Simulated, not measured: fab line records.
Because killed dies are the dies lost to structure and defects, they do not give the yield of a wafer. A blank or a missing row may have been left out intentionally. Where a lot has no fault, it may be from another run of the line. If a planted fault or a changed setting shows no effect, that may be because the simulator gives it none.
Matching of chambers | flow n5Finfet | 4 sister chambers for N5_BEOL_M4_ETCH_70 on rieDiel-04
The step etches SOC in N2/H2, target depth 80 nm, overetch 24 nm, time 130 s. 16 wafers are shown with their chamber, then 8 later ones without.

## EACH WAFER AND ITS CHAMBER
wafer  | chamber | drypumpMotorCurrentA (A) | showerheadPlenumPTorr (Torr) | throttleValvePct (%)
L074.2 | 3       | 6.2                      | 2.45                         | 18.15
L074.3 | 1       | 5.9                      | 2.60                         | 18.34
L074.5 | 0       | 6.7                      | 2.64                         | 17.84
L081.2 | 1       | 5.9                      | 2.60                         | 18.37
L081.3 | 3       | 6.2                      | 2.44                         | 18.16
L081.5 | 3       | 6.2                      | 2.44                         | 18.14
L082.1 | 3       | 6.2                      | 2.44                         | 18.17
L082.2 | 0       | 6.7                      | 2.63                         | 17.90
L082.3 | 2       | 5.7                      | 2.48                         | 17.63
L085.3 | 2       | 5.6                      | 2.48                         | 17.62
L085.4 | 3       | 6.2                      | 2.44                         | 18.17
L085.6 | 2       | 5.7                      | 2.48                         | 17.63
L092.2 | 1       | 5.9                      | 2.59                         | 17.91
L092.5 | 2       | 5.7                      | 2.47                         | 17.67
L092.6 | 1       | 5.9                      | 2.59                         | 17.90
L095.1 | 0       | 6.7                      | 2.62                         | 17.92

SIGNATURES (averages over the wafers above)
reading               | chamber 0 | chamber 1 | chamber 2 | chamber 3 | scatter within a chamber
drypumpMotorCurrentA  | 6.700     | 5.900     | 5.675     | 6.200     | 0.025
showerheadPlenumPTorr | 2.6300    | 2.5950    | 2.4775    | 2.4420    | 0.00616
throttleValvePct      | 17.8867   | 18.1300   | 17.6375   | 18.1580   | 0.132
Rule: for a wafer and a chamber, the distance is found by dividing, reading by reading, the gap between the wafer's reading and the chamber's mean by the reading's scatter, squaring, summing and taking the root. The wafer belongs to the nearest chamber; if the next one is less than 2 further off, it can't be placed. The scatter: the root of (the sum of the squares of (reading less its chamber's mean) over the shown wafers, divided by (wafers less chambers)).

## WAFERS WHOSE CHAMBER IS MISSING
wafer  | drypumpMotorCurrentA (A) | showerheadPlenumPTorr (Torr) | throttleValvePct (%)
L095.3 | 5.9                      | 2.59                         | 17.88
L095.4 | 5.7                      | 2.47                         | 17.67
L094.1 | 5.7                      | 2.47                         | 17.70
L094.4 | 6.2                      | 2.43                         | 18.21
L094.6 | 5.9                      | 2.59                         | 17.90
L096.1 | 6.7                      | 2.62                         | 17.92
L096.3 | 5.6                      | 2.47                         | 17.67
L096.4 | 5.9                      | 2.59                         | 17.89

## EACH ONE'S CHAMBER
wafer  | from the rows above | in truth
L095.3 | 1                   | 1
L095.4 | 2                   | 2
L094.1 | 2                   | 2
L094.4 | 3                   | 3
L094.6 | 1                   | 1
L096.1 | 0                   | 0
L096.3 | 2                   | 2
L096.4 | 1                   | 1
Placed correctly: 8 of 8. Can't be placed from these rows: 0. Placed wrongly: 0.
